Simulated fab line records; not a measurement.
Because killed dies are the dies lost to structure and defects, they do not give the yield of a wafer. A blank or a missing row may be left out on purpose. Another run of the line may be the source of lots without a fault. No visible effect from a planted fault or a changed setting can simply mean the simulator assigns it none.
fab line records -- flow n5Finfet
record: lots: 7, wafers: 21, lastDay: 18
route steps=1938 shown BEOL_M1@835 BEOL_M2@841 BEOL_M4@1111 PASSIVATION@1936
lots with no fault: from the same line, run without faults
startH: the number of hours between the record's first day and the start of the first shown wafer of the lot -- waitH: time in hours since the lot's previous step -- " same as the row above -- L1.1+2: a row that stands for several wafers -- - no value present, or no start provided -- * or withheld: withheld -- < > ~ a bound
route shown NAME@n: NAME is a module with steps in the file, n the number in the route of the first one -- usual: mean/standard deviation taken from wafers without a fault -- same: alike in all rows -- chamber/n: place in a boat -- sites: readings site by site -- _std_site: standard deviation across them -- _edge_site: mean of outer sites minus mean of inner sites -- radiusMm: how far each site lies from the wafer's centre -- mask NAME#n: copy n -- behind: the last tool/chamber to shape the wafer -- hold: cause of the lot's hold/its duration in hours/its outcome -- device: whichever transistor did not switch (one of n, p or np) -- end of line: tests run on the same wafers once the route is complete -- a step with no rows: only its recipe -- killed: dies that structure and defects cost at the first sort, which is not the same as the wafer's yield -- map: a wafer's dies, marking killed ones x, the rest . and places with no die _
set.NAME: the setting the step ran with; set.NAME@STEP: the setting that earlier step ran with -- model.NAME: the simulator's own value behind a step, which no gauge read
a table for each step, a row for each wafer; lots at some steps of the route
services: a tool's chamber out of use, with start hour (startH, from the record's first day; less than 0 if before it), hours out, and reason
== steps ==
step: N5_BEOL_M1_PRE_CLEAN_60
recipe: gas: NH3/H2, timeS: 15, tempC: *, rfPowerW: 300
usual: heaterPowerW: 83/26
lot.wafer,tool,chamber,startH,waitH,heaterPowerW
L237.1,cvdCo-02,1,151.02,0.0,78
L237.2,cvdCo-02,0,151.02,0.0,99
L237.5,cvdCo-02,0,151.02,0.0,98
L236.1,cvdCo-01,1,151.07,0.0,60
L236.2,cvdCo-01,2,151.07,0.0,57
L236.5,cvdCo-01,1,151.07,0.0,61
L242.3,cvdCo-01,2,172.01,0.0,56
L242.4,cvdCo-01,1,172.01,0.0,59
L242.6,cvdCo-01,2,172.01,0.0,56
L244.3,cvdCo-02,1,191.09,0.0,77
L244.4,cvdCo-02,0,191.09,0.0,101
L244.6,cvdCo-02,1,191.09,0.0,77
L249.1,cvdCo-02,2,218.87,0.0,70
L249.3,cvdCo-02,1,218.87,0.0,77
L249.4,cvdCo-02,0,218.87,0.0,101
L255.1,cvdCo-01,1,252.12,0.0,60
L255.2,cvdCo-01,0,252.12,0.0,136
L255.3,cvdCo-01,2,252.12,0.0,57
L258.1,cvdCo-01,0,274.78,0.0,136
L258.2,cvdCo-01,2,274.78,0.0,56
L258.3,cvdCo-01,1,274.78,0.0,62
step: N5_BEOL_M1_CO_CAP_55
recipe: material: Co, targetThkA: 20, tempC: 200, precursor: CCTBA/H2, pressureTorr: 30, timeS: 102.1
step: N5_BEOL_M1_PRE_CLEAN_56
recipe: gas: NH3, timeS: 15, tempC: withheld, rfPowerW: 300
step: N5_BEOL_M1_DEP_57
recipe: material: SiCN, targetThkA: 80, tempC: withheld, precursor: 3MS/NH3, pressureTorr: 3, rfW: 202, timeS: 14
usual: showerheadPlenumPTorr: 3.668/0.014, throttleValvePct: 9.2/0.39
lot.wafer,tool,chamber,startH,waitH,showerheadPlenumPTorr,throttleValvePct
L237.1,pecvd-02,2,151.18,0.0,3.662,8.9
L237.2,pecvd-02,0,151.18,0.0,3.661,9.7
L237.5,pecvd-02,0,151.18,0.0,3.666,9.6
L236.1,pecvd-03,1,151.22,0.0,3.646,9.1
L236.2,pecvd-03,0,151.22,0.0,3.683,9.1
L236.5,pecvd-03,0,151.22,0.0,3.682,9.0
L242.3,pecvd-02,1,172.16,0.0,3.671,8.8
L242.4,pecvd-02,0,172.16,0.0,3.673,9.9
L242.6,pecvd-02,2,172.16,0.0,3.654,8.9
L244.3,pecvd-02,1,191.25,0.0,3.672,9.0
L244.4,pecvd-02,0,191.25,0.0,3.660,10.0
L244.6,pecvd-02,2,191.25,0.0,3.660,8.7
L249.1,pecvd-03,1,219.02,0.0,3.654,9.5
L249.3,pecvd-03,0,219.02,0.0,3.685,8.9
L249.4,pecvd-03,1,219.02,0.0,3.656,9.5
L255.1,pecvd-03,1,252.28,0.0,3.651,9.5
L255.2,pecvd-03,0,252.28,0.0,3.682,9.2
L255.3,pecvd-03,2,252.28,0.0,3.662,8.8
L258.1,pecvd-01,1,274.94,0.0,3.693,9.9
L258.2,pecvd-01,2,274.94,0.0,3.674,8.4
L258.3,pecvd-01,0,274.94,0.0,3.661,9.2
step: N5_BEOL_M1_RS_MEAS_58
recipe: thkMeasGauge: four-point-probe, reads: Co_of_BEOL_M1_CO_CAP_55+Cu_of_BEOL_M1_ECD_50+Co_of_BEOL_M1_CVD_47+TaN_of_BEOL_M1_ALD_84
usual: M1_RS: 0.66/0.038
lot.wafer,tool,chamber,startH,waitH,M1_RS[ohm/sq]
L237.1,filmMetro-02,-,151.24,0.0,0.77
L237.2,filmMetro-02,-,151.24,0.0,0.79
L237.5,filmMetro-02,-,151.24,0.0,0.68
L236.1,filmMetro-02,-,151.29,0.0,0.68
L236.2,filmMetro-02,-,151.29,0.0,0.63
L236.5,filmMetro-02,-,151.29,0.0,0.62
L242.3,filmMetro-01,-,172.23,0.1,0.76
L242.4,filmMetro-01,-,172.23,0.1,0.68
L242.6,filmMetro-01,-,172.23,0.1,0.72
L244.3,filmMetro-02,-,191.33,0.1,0.70
L244.4,filmMetro-02,-,191.33,0.1,0.70
L244.6,filmMetro-02,-,191.33,0.1,0.69
L249.1,filmMetro-01,-,219.09,0.0,0.69
L249.3,filmMetro-01,-,219.09,0.0,0.65
L249.4,filmMetro-01,-,219.09,0.0,0.63
L255.1,filmMetro-02,-,252.35,0.0,0.60
L255.2,filmMetro-02,-,252.35,0.0,0.68
L255.3,filmMetro-02,-,252.35,0.0,0.65
L258.1,filmMetro-01,-,275.00,0.0,0.71
L258.2,filmMetro-01,-,275.00,0.0,0.73
L258.3,filmMetro-01,-,275.00,0.0,0.70
step: N5_BEOL_M1_INSPECT_59
recipe: inspectInstrument: darkfield, mode: postDep
usual: rawDefectCount: 83/28
lot.wafer,tool,chamber,startH,waitH,rawDefectCount
L237.1,defectInspect-01,-,151.27,0.0,90
L237.2,defectInspect-01,-,151.27,0.0,80
L237.5,defectInspect-01,-,151.27,0.0,72
L236.1,defectInspect-01,-,151.32,0.0,64
L236.2,defectInspect-01,-,151.32,0.0,81
L236.5,defectInspect-01,-,151.32,0.0,43
L242.3,defectInspect-01,-,172.26,0.0,87
L242.4,defectInspect-01,-,172.26,0.0,104
L242.6,defectInspect-01,-,172.26,0.0,120
L244.3,defectInspect-01,-,191.36,0.0,86
L244.4,defectInspect-01,-,191.36,0.0,91
L244.6,defectInspect-01,-,191.36,0.0,77
L249.1,defectInspect-01,-,219.12,0.0,60
L249.3,defectInspect-01,-,219.12,0.0,90
L249.4,defectInspect-01,-,219.12,0.0,105
L255.1,defectInspect-01,-,252.37,0.0,105
L255.2,defectInspect-01,-,252.37,0.0,84
L255.3,defectInspect-01,-,252.37,0.0,93
L258.1,defectInspect-01,-,275.03,0.0,119
L258.2,defectInspect-01,-,275.03,0.0,100
L258.3,defectInspect-01,-,275.03,0.0,99
step: N5_BEOL_M2_ILD_DEP_00
recipe: material: SiOC, targetThkA: 790, tempC: 350, precursor: DEMS/O2, pressureTorr: 5, rfW: 500, timeS: 15.3
usual: heaterPowerW: 488/68, showerheadPlenumPTorr: 5.701/0.018, throttleValvePct: 12.0/0.57
lot.wafer,tool,chamber,startH,waitH,heaterPowerW,showerheadPlenumPTorr,throttleValvePct
L237.1,pecvd-01,0,151.31,0.0,507,5.677,11.9
L237.2,pecvd-01,2,151.31,0.0,493,5.699,12.2
L237.5,pecvd-01,0,151.31,0.0,518,5.670,12.2
L236.1,pecvd-02,0,151.35,0.0,546,5.704,12.7
L236.2,pecvd-02,1,151.35,0.0,463,5.726,11.7
L236.5,pecvd-02,2,151.35,0.0,556,5.672,11.6
L242.3,pecvd-01,2,172.29,0.0,568,5.716,12.3
L242.4,pecvd-01,0,172.29,0.0,525,5.690,11.8
L242.6,pecvd-01,1,172.29,0.0,410,5.720,12.8
L244.3,pecvd-01,1,191.39,0.0,449,5.724,12.7
L244.4,pecvd-01,0,191.39,0.0,504,5.682,11.8
L244.6,pecvd-01,1,191.39,0.0,354,5.709,12.7
L249.1,pecvd-01,0,219.15,0.0,516,5.661,11.9
L249.3,pecvd-01,1,219.15,0.0,355,5.735,12.8
L249.4,pecvd-01,0,219.15,0.0,522,5.671,11.9
L255.1,pecvd-02,0,252.41,0.0,548,5.687,12.7
L255.2,pecvd-02,2,252.41,0.0,630,5.697,11.3
L255.3,pecvd-02,1,252.41,0.0,456,5.717,12.0
L258.1,pecvd-02,1,275.07,0.0,437,5.711,11.9
L258.2,pecvd-02,0,275.07,0.0,563,5.703,12.8
L258.3,pecvd-02,2,275.07,0.0,554,5.687,11.6
step: N5_BEOL_M2_THK_MEAS_01
recipe: reads: SiOC_of_BEOL_M2_ILD_DEP_00
usual: M2_ILD_THK: 79.5/1.1
lot.wafer,tool,chamber,startH,waitH,M2_ILD_THK[nm]
L237.1,filmMetro-02,-,151.39,0.1,77.9
L237.2,filmMetro-02,-,151.39,0.1,78.1
L237.5,filmMetro-02,-,151.39,0.1,79.0
L236.1,filmMetro-01,-,151.42,0.0,79.1
L236.2,filmMetro-01,-,151.42,0.0,80.0
L236.5,filmMetro-01,-,151.42,0.0,80.4
L242.3,filmMetro-01,-,172.36,0.1,79.6
L242.4,filmMetro-01,-,172.36,0.1,81.2
L242.6,filmMetro-01,-,172.36,0.1,80.7
L244.3,filmMetro-02,-,191.46,0.1,78.7
L244.4,filmMetro-02,-,191.46,0.1,79.9
L244.6,filmMetro-02,-,191.46,0.1,80.0
L249.1,filmMetro-01,-,219.24,0.1,78.3
L249.3,filmMetro-01,-,219.24,0.1,77.8
L249.4,filmMetro-01,-,219.24,0.1,79.0
L255.1,filmMetro-01,-,252.48,0.0,78.2
L255.2,filmMetro-01,-,252.48,0.0,78.6
L255.3,filmMetro-01,-,252.48,0.0,79.2
L258.1,filmMetro-01,-,275.13,0.0,79.2
L258.2,filmMetro-01,-,275.13,0.0,78.5
L258.3,filmMetro-01,-,275.13,0.0,78.8
step: N5_BEOL_M2_PECVD_72
recipe: material: SiO2, targetThkA: 160, tempC: 400, precursor: TEOS/O2, pressureTorr: 5.5, rfW: 450, teosFlowSccm: 53.8, gas: O2, flowSccm: 3000, timeS: 18
usual: heaterPowerW: 687/87, showerheadPlenumPTorr: 8.82/0.084, throttleValvePct: 22.3/1.2
lot.wafer,tool,chamber,startH,waitH,heaterPowerW,showerheadPlenumPTorr,throttleValvePct
L237.1,pecvd-01,0,151.43,0.0,742,8.71,22.0
L237.2,pecvd-01,2,151.43,0.0,855,8.82,22.7
L237.5,pecvd-01,2,151.43,0.0,834,8.86,22.9
L236.1,pecvd-04,2,151.46,0.0,561,8.77,19.9
L236.2,pecvd-04,0,151.46,0.0,665,8.75,21.8
L236.5,pecvd-04,1,151.46,0.0,713,8.96,22.4
L242.3,pecvd-02,2,172.40,0.0,835,8.74,21.6
L242.4,pecvd-02,1,172.40,0.0,716,8.85,21.9
L242.6,pecvd-02,0,172.40,0.0,790,8.79,24.0
L244.3,pecvd-01,2,191.51,0.0,776,8.82,22.5
L244.4,pecvd-01,0,191.51,0.0,681,8.71,22.1
L244.6,pecvd-01,2,191.51,0.0,786,8.84,22.5
L249.1,pecvd-04,0,219.28,0.0,697,8.77,21.9
L249.3,pecvd-04,1,219.28,0.0,643,8.97,22.7
L249.4,pecvd-04,2,219.28,0.0,577,8.78,20.2
L255.1,pecvd-02,1,252.51,0.0,617,8.85,21.7
L255.2,pecvd-02,0,252.51,0.0,803,8.79,23.9
L255.3,pecvd-02,2,252.51,0.0,817,8.74,21.9
L258.1,pecvd-04,0,275.17,0.0,732,8.77,22.1
L258.2,pecvd-04,2,275.17,0.0,595,8.80,20.2
L258.3,pecvd-04,1,275.17,0.0,692,8.93,22.2
step: N5_BEOL_M2_HM_DEP_02
recipe: material: TiN, targetThkA: 200, tempC: 25, chamberPressurePa: 0.49996
usual: throttleValvePct: 29.7/1
lot.wafer,tool,chamber,startH,waitH,throttleValvePct
L237.1,pvdSputter-01,-,151.50,0.1,28.5
L237.2,pvdSputter-01,-,151.50,0.1,31.4
L237.5,pvdSputter-01,-,151.50,0.1,30.4
L236.1,pvdSputter-01,-,153.44,2.0,30.2
L236.2,pvdSputter-01,-,153.44,2.0,28.6
L236.5,pvdSputter-01,-,153.44,2.0,31.5
L242.3,pvdSputter-02,-,173.36,0.9,30.1
L242.4,pvdSputter-02,-,173.36,0.9,29.5
L242.6,pvdSputter-02,-,173.36,0.9,28.8
L244.3,pvdSputter-02,-,191.99,0.5,28.7
L244.4,pvdSputter-02,-,191.99,0.5,30.3
L244.6,pvdSputter-02,-,191.99,0.5,28.6
L249.1,pvdSputter-01,-,219.33,0.0,30.5
L249.3,pvdSputter-01,-,219.33,0.0,28.2
L249.4,pvdSputter-01,-,219.33,0.0,31.4
L255.1,pvdSputter-03,-,253.19,0.7,29.7
L255.2,pvdSputter-03,-,253.19,0.7,27.9
L255.3,pvdSputter-03,-,253.19,0.7,31.3
L258.1,pvdSputter-02,-,275.80,0.6,29.9
L258.2,pvdSputter-02,-,275.80,0.6,30.4
L258.3,pvdSputter-02,-,275.80,0.6,28.9
step: N5_BEOL_M2_COAT_61
recipe: resist: SOC, tempC: 250, timeS: 60, spinRpm: 1500, resistThkNm: 60
step: N5_BEOL_M2_COAT_62
recipe: resist: SiARC, tempC: 220, timeS: 60, spinRpm: 1500, resistThkNm: 12
step: N5_BEOL_M2_COAT_73
recipe: resist: underlayer, tempC: 205, timeS: 60, spinRpm: 1500, resistThkNm: 5
usual: heaterPowerTotalW: 391.8/1.4, plateTempC: 205.00/0.17
lot.wafer,tool,chamber,startH,waitH,heaterPowerTotalW,plateTempC
L237.1,lithoTrack-01,0,151.63,-,389.5,205.27
L237.2,lithoTrack-01,0,151.63,-,392.9,204.97
L237.5,lithoTrack-01,0,151.63,-,390.4,204.95
L236.1,lithoTrack-01,0,153.57,-,378.1,199.95
L236.2,lithoTrack-01,0,153.57,-,380.2,200.11
L236.5,lithoTrack-01,0,153.57,-,378.7,200.13
L242.3,lithoTrack-01,0,173.50,-,378.1,200.03
L242.4,lithoTrack-01,0,173.50,-,380.4,200.02
L242.6,lithoTrack-01,0,173.50,-,382.1,200.04
L244.3,lithoTrack-01,0,192.12,-,382.1,200.08
L244.4,lithoTrack-01,0,192.12,-,378.3,199.87
L244.6,lithoTrack-01,0,192.12,-,380.1,200.13
L249.1,lithoTrack-04,0,219.46,-,392.6,205.04
L249.3,lithoTrack-04,0,219.46,-,393.7,204.90
L249.4,lithoTrack-04,0,219.46,-,392.0,205.17
L255.1,lithoTrack-02,0,253.32,-,389.5,204.79
L255.2,lithoTrack-02,0,253.32,-,393.4,204.88
L255.3,lithoTrack-02,0,253.32,-,391.9,204.96
L258.1,lithoTrack-01,0,275.93,-,391.2,204.84
L258.2,lithoTrack-01,0,275.93,-,393.0,204.52
L258.3,lithoTrack-01,0,275.93,-,393.9,204.71
step: N5_BEOL_M2_COAT_05
recipe: resist: CAR-EUV, spinRpm: 1500, resistThkNm: 30
step: N5_BEOL_M4_RC_MEAS_101
usual: DIBL_N: 36.9/1.7, DIBL_P: 36.7/2.1, IOFF_N: 0.17/0.032, IOFF_P: 0.22/0.036, ION_N: 674/12, ION_P: 461/7, SS_N: 71.7/0.6, SS_P: 73.4/0.67, VT_N: 249/3.1, VT_P: -250/3.2
lot.wafer,tool,chamber,startH,waitH,DIBL_N[mV/V],DIBL_P[mV/V],IOFF_N[nA/um],IOFF_P[nA/um],ION_N[uA/um],ION_P[uA/um],SS_N[mV/dec],SS_P[mV/dec],VT_N[mV],VT_P[mV]
L237.1,prober-02,0,185.74,0.0,37.0,35.6,0.16,0.17,667,455,71.3,73.3,250,-253
L237.2,prober-02,0,185.74,0.0,37.5,35.7,0.17,0.17,677,452,71.7,73.2,251,-257
L237.5,prober-02,0,185.74,0.0,36.3,35.5,0.15,0.16,672,453,71.6,73.3,254,-258
L236.1,prober-02,0,192.00,0.0,38.1,38.8,0.19,0.24,673,457,72.0,73.6,246,-249
L236.2,prober-02,0,192.00,0.0,36.9,36.1,0.16,0.19,673,454,71.5,73.8,251,-251
L236.5,prober-02,0,192.00,0.0,39.1,38.6,0.21,0.24,684,464,71.9,73.2,246,-247
L242.3,prober-01,0,200.47,0.3,38.4,37.9,0.20,0.25,674,461,71.8,73.3,247,-246
L242.4,prober-01,0,200.47,0.3,38.3,38.1,0.18,0.25,676,465,71.8,73.6,248,-248
L242.6,prober-01,0,200.47,0.3,37.9,37.5,0.17,0.23,676,467,71.5,73.8,250,-248
L244.3,prober-01,0,222.23,0.3,33.3,32.5,0.12,0.17,662,456,70.2,72.7,253,-251
L244.4,prober-01,0,222.23,0.3,36.7,36.6,0.17,0.23,673,459,72.0,72.9,247,-248
L244.6,prober-01,0,222.23,0.3,35.2,35.4,0.15,0.21,668,469,72.7,72.5,250,-251
L249.1,prober-01,0,249.71,0.0,37.9,38.3,0.20,0.25,681,464,71.8,73.7,247,-251
L249.3,prober-01,0,249.71,0.0,37.7,37.7,0.20,0.24,686,467,72.0,74.1,247,-247
L249.4,prober-01,0,249.71,0.0,37.2,37.0,0.18,0.22,681,464,70.8,73.4,248,-248
L255.1,prober-01,0,288.99,0.0,38.3,39.8,0.19,0.26,674,471,72.0,74.2,247,-246
L255.2,prober-01,0,288.99,0.0,36.0,36.7,0.15,0.20,672,459,71.0,73.8,252,-249
L255.3,prober-01,0,288.99,0.0,37.9,38.9,0.20,0.24,683,460,72.2,73.7,248,-250
L258.1,prober-01,0,311.87,0.0,38.3,38.6,0.16,0.23,664,460,71.9,73.7,253,-250
L258.2,prober-01,0,311.87,0.0,39.1,38.7,0.19,0.25,687,477,72.6,73.6,248,-248
L258.3,prober-01,0,311.87,0.0,38.0,37.7,0.15,0.22,659,457,71.8,73.3,252,-251
step: N5_PASSIVATION_PROBE_49
usual: defectLimitedYield: 91.7/1.5, killed_at_M0_to_M3: 32/9.6, killed_at_M4_up: 13/5.3, killedAtContacts: 12/6.8, killedAtFrontEnd: 36/9.8, killedAtOther: 4/3.1, killedDies: 98/17, killedOpen: 65/13, killedShort: 32/8.5, sort_bin_5_function: 4.9/0.93, sort_bin_6_memory: 3.2/0.67, sortNPass: 1082/17, sortYieldPct: 91.7/1.4
same: grossDies: 1180, killedAtBackSide: 0, sort_bin_4_leakage[%]: 0, sort_bin_8_speed[%]: 0
lot.wafer,tool,chamber,startH,waitH,defectLimitedYield[%],killed_at_M0_to_M3,killed_at_M4_up,killedAtContacts,killedAtFrontEnd,killedAtOther,killedDies,killedOpen,killedShort,sort_bin_5_function[%],sort_bin_6_memory[%],sortNPass,sortYieldPct[%]
L237.1,prober-02,-,280.34,0.0,91.9,50,5,5,31,5,96,56,38,4.2,3.7,1084,91.9
L237.2,prober-02,-,280.39,0.1,92.3,26,11,8,42,4,91,54,35,4.1,3.5,1089,92.3
L237.5,prober-02,-,280.54,0.2,89.5,42,17,9,55,1,124,71,52,6.3,4.0,1056,89.5
L249.1,prober-01,-,346.13,0.0,92.0,33,12,6,40,3,94,54,40,4.4,3.2,1086,92.0
L249.3,prober-01,-,346.23,0.1,90.8,29,14,8,51,6,108,62,45,4.5,4.4,1072,90.8
L249.4,prober-01,-,346.28,0.2,95.4,11,12,13,16,2,54,37,17,2.5,2.0,1126,95.4
L258.1,prober-02,-,422.46,0.0,94.8,16,10,3,31,1,61,35,24,2.5,2.2,1119,94.8
L258.2,prober-02,-,422.51,0.1,94.3,25,9,11,20,2,67,43,24,3.2,2.2,1113,94.3
L258.3,prober-02,-,422.56,0.1,93.0,32,12,14,19,6,83,64,18,4.1,2.6,1097,93.0
killed by level:class
L237.1 BEOL_M1:geometricParticle:open=16 BEOL_M0_SAQP:geometricParticle:short=14 BEOL_M0_SAQP:geometricParticle:open=9 GATE_CUT:geometricParticle:short=5 MOL_CONTACT_COAG:geometricParticle:open=5 FIN_SAQP:geometricParticle:short=4 DUMMY_GATE:geometricParticle:open=4 BEOL_M3:geometricParticle:open=4
L237.2 STI_FIN_REVEAL:geometricParticle:open=10 GATE_CUT:geometricParticle:short=7 BEOL_M1:geometricParticle:open=7 STI_FIN_REVEAL:geometricParticle:short=5 MOL_CONTACT_COAG:geometricParticle:open=5 BEOL_M0_SAQP:geometricParticle:short=5 BEOL_M0_SAQP:geometricParticle:open=4 BEOL_M4:geometricParticle:open=4
L237.5 STI_FIN_REVEAL:geometricParticle:open=15 BEOL_M0_SAQP:geometricParticle:short=15 BEOL_M3:geometricParticle:open=10 FIN_SAQP:geometricParticle:short=9 BEOL_M0_SAQP:geometricParticle:open=9 MOL_CONTACT_COAG:geometricParticle:open=8 GATE_CUT:geometricParticle:short=5 BEOL_M8:geometricParticle:open=5
L249.1 STI_FIN_REVEAL:geometricParticle:open=12 BEOL_M0_SAQP:geometricParticle:open=11 BEOL_M0_SAQP:geometricParticle:short=9 BEOL_M3:geometricParticle:open=7 BEOL_M4:geometricParticle:open=7 FIN_SAQP:geometricParticle:short=5 MOL_CONTACT_COAG:geometricParticle:open=5 STARTING-WAFER:geometricParticle:short=5
L249.3 STI_FIN_REVEAL:geometricParticle:open=14 FIN_SAQP:geometricParticle:short=10 FIN_SAQP:geometricParticle:open=8 BEOL_M0_SAQP:geometricParticle:short=8 BEOL_M2:geometricParticle:open=7 BEOL_M4:geometricParticle:open=7 MOL_CONTACT_COAG:geometricParticle:open=5 BEOL_M1:geometricParticle:short=5
L249.4 MOL_CONTACT_COAG:geometricParticle:open=10 BEOL_M4:geometricParticle:open=6 MOL_CONTACT_COAG:geometricParticle:short=3 BEOL_M0_SAQP:geometricParticle:open=3 BEOL_M2:geometricParticle:open=3 FIN_SAQP:geometricParticle:open=2 STI_FIN_REVEAL:geometricParticle:open=2 ILD0:geometricParticle:short=2
L258.1 ILD0:geometricParticle:short=8 BEOL_M0_SAQP:geometricParticle:short=6 BEOL_M4:geometricParticle:open=6 FIN_SAQP:geometricParticle:open=5 STARTING-WAFER:geometricParticle:open=5 ILD0:geometricParticle:open=4 MOL_CONTACT_COAG:geometricParticle:open=3 BEOL_M1:geometricParticle:open=3
L258.2 MOL_CONTACT_COAG:geometricParticle:open=8 BEOL_M2:geometricParticle:open=7 GATE_CUT:geometricParticle:short=4 BEOL_M1:geometricParticle:open=4 MOL_CONTACT_COAG:geometricParticle:short=3 BEOL_M0_SAQP:geometricParticle:short=3 BEOL_M0:geometricParticle:open=3 BEOL_M1:geometricParticle:short=3
L258.3 MOL_CONTACT_COAG:geometricParticle:open=14 BEOL_M2:geometricParticle:open=11 BEOL_M1:geometricParticle:open=6 BEOL_M3:geometricParticle:open=6 BEOL_M4:geometricParticle:open=6 BEOL_M0_SAQP:geometricParticle:short=5 FIN_SAQP:geometricParticle:short=4 GATE_CUT:geometricParticle:open=4
== services ==
tool,chamber,startH,hours,kind
pvdSputter-01,-,129.67,3.7,repair
pecvd-03,1,140.56,5.5,scheduledDown
pvdSputter-03,-,150.18,7.7,repair
pecvd-01,1,151.00,6.7,repair
pecvd-03,2,164.62,5.5,scheduledDown
pecvd-01,2,209.43,19.8,repair
pecvd-03,2,211.82,5.0,scheduledDown
lithoTrack-02,-,216.55,-,consumableReplace:filter
pecvd-01,2,229.28,-,clean
pecvd-01,2,229.28,-,consumableReplace:showerhead
pecvd-01,2,229.28,29.0,scheduledDown
pecvd-01,2,229.28,29.0,ventCycle
pecvd-01,-,229.78,28.1,pm
lithoTrack-01,-,235.54,-,consumableReplace:filter
lithoTrack-01,-,264.64,-,consumableReplace:filter
pecvd-01,0,265.44,4.3,repair
pecvd-03,0,271.09,16.5,scheduledDown
== key ==
firstSign: step: N5_BEOL_M2_COAT_73, reading: plateTempC, direction: down, sigmas: 29, usual: *, struck: *
effect: step: N5_BEOL_M2_COAT_73, reading: heaterPowerTotalW, direction: down, sigmas: 8.9, usual: *, struck: *
metAt N5_BEOL_M2_COAT_73
struckWafers L236.1,L236.2,L236.5,L242.3,L242.4,L242.6,L244.3,L244.4,L244.6
onsetBetween 151.63 153.57
fault: kind: processParameterDrift, tool: lithoTrack-01, chamber: -, onsetH: 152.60, steps: N5_BEOL_M2_COAT_73, channel: tempC, offset: *, shape: step, endH: 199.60, actsIn: *, stated: *
